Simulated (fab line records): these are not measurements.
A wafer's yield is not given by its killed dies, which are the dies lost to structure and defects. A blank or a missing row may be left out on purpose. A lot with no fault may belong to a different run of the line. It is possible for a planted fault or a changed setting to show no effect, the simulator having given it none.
Split-lot trial | flow n5Finfet | on a route of 1938 steps: 7 lots, 21 wafers read

== ON THE SPLIT ==
At N5_MOL_CONTACT_COAG_ALD_27 (deposits SiOC, target thk 17 nm, pulse time 1.5 s, time 2720 s), the setting aldCycles was moved away from the recipe's 340 on 9 of the 21 wafers read, by -10.9% to +15.0%. This setting was run at the recipe's value on the other wafers.

The reading is taken at the split's own step.

== THE READING ==
SiOC_of_MOL_CONTACT_COAG_ALD_27.thkNm (the simulator's own value, which no gauge read), in nm, at N5_MOL_CONTACT_COAG_ALD_27 (deposits SiOC, target thk 17 nm, pulse time 1.5 s, time 2720 s). No usual value for it is given in the file. The 12 wafers here that ran the recipe average 17.0 nm, standard deviation 0.082 nm.

wafer  | tool, chamber at the split | aldCycles as run | against the recipe | SiOC_of_MOL_CONTACT_COAG_ALD_27.thkNm, nm | against lot-mates on the recipe
L082.4 | aldSin-01, 1,3             | 340              | recipe             | 17                                        | -
L082.6 | aldSin-01, 1,3             | 340              | recipe             | 17                                        | -
L082.5 | aldSin-01, 0               | 382              | +12.4%             | 18.8                                      | +1.8
L088.2 | aldSin-03, 3,1             | 340              | recipe             | 17                                        | -
L088.3 | aldSin-03, 3,1             | 340              | recipe             | 17                                        | -
L088.5 | aldSin-03, 1               | 340              | recipe             | 16.8                                      | -
L090.2 | aldSin-04, 3               | 313              | -7.9%              | 15.8                                      | -1.2
L090.4 | aldSin-04, 2               | 313              | -7.9%              | 15.6                                      | -1.4
L090.6 | aldSin-04, 1               | 340              | recipe             | 17                                        | -
L092.3 | aldSin-04, 0,1             | 340              | recipe             | 17                                        | -
L092.4 | aldSin-04, 0,1             | 340              | recipe             | 17                                        | -
L092.6 | aldSin-04, 3               | 382              | +12.4%             | 19.2                                      | +2.2
L091.1 | aldSin-01, 0               | 391              | +15.0%             | 19.6                                      | +2.5
L091.4 | aldSin-01, 2               | 340              | recipe             | 17.2                                      | -
L091.6 | aldSin-01, 0               | 340              | recipe             | 17                                        | -
L095.1 | aldSin-03, 1,3             | 303              | -10.9%             | 15.2                                      | -1.8
L095.5 | aldSin-03, 1,3             | 303              | -10.9%             | 15.2                                      | -1.8
L095.2 | aldSin-03, 3               | 340              | recipe             | 17                                        | -
L096.1 | aldSin-01, 1,0             | 378              | +11.2%             | 18.8                                      | +1.8
L096.5 | aldSin-01, 1,0             | 378              | +11.2%             | 18.8                                      | +1.8
L096.3 | aldSin-01, 3               | 340              | recipe             | 17                                        | -
When a row names more than one chamber, that row covers several wafers, and the file does not tell which wafer ran in which chamber.

FIT RESULTS
A straight line over all 21 wafers: SiOC_of_MOL_CONTACT_COAG_ALD_27.thkNm changes by +0.165 nm for each +1% of aldCycles; r = +1.00; the points scatter about the line by 0.1 nm.
The same after taking each lot's own level away (the mean of its wafers on the recipe; 21 wafers): +0.164 nm for each +1%; r = +1.00; scatter 0.089 nm.
That fit puts the effect of the largest move of aldCycles on the reading at 2.5 nm.
The lots' own levels span 16.93 to 17.10 nm, that is 2.0 times the standard deviation above.
The two slopes are in agreement: the lot-to-lot level therefore moves the slope only a little.
Check: with one of the wafers moved furthest among these (+15.0%) left out of the fit, the line predicts +2.44 nm for it against its lot-mates. Against them it came out at +2.5 nm.

== FURTHER SPLITS ON THESE WAFERS ==
Note: prior to the reading, these wafers also went through further splits. Each is held against what the fit with the lots' levels taken away leaves over:
other split on the same wafers      | wafers away from the commonest value | r with SiOC_of_MOL_CONTACT_COAG_ALD_27.thkNm (lot level and that fit taken away)
N5_SD_EPI_N_EPI_21 timeS            | 6                                    | -0.12
N5_SDB_COAT_05 spinRpm              | 8                                    | -0.30
N5_SDB_ALD_29 aldCycles             | 7                                    | -0.23
N5_MOL_CONTACT_COAG_COAT_02 spinRpm | 7                                    | +0.10

== THE FILE'S OWN FIT ==
SiOC_of_MOL_CONTACT_COAG_ALD_27.thkNm changes by +0.164 nm for each +1% of aldCycles, r = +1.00.
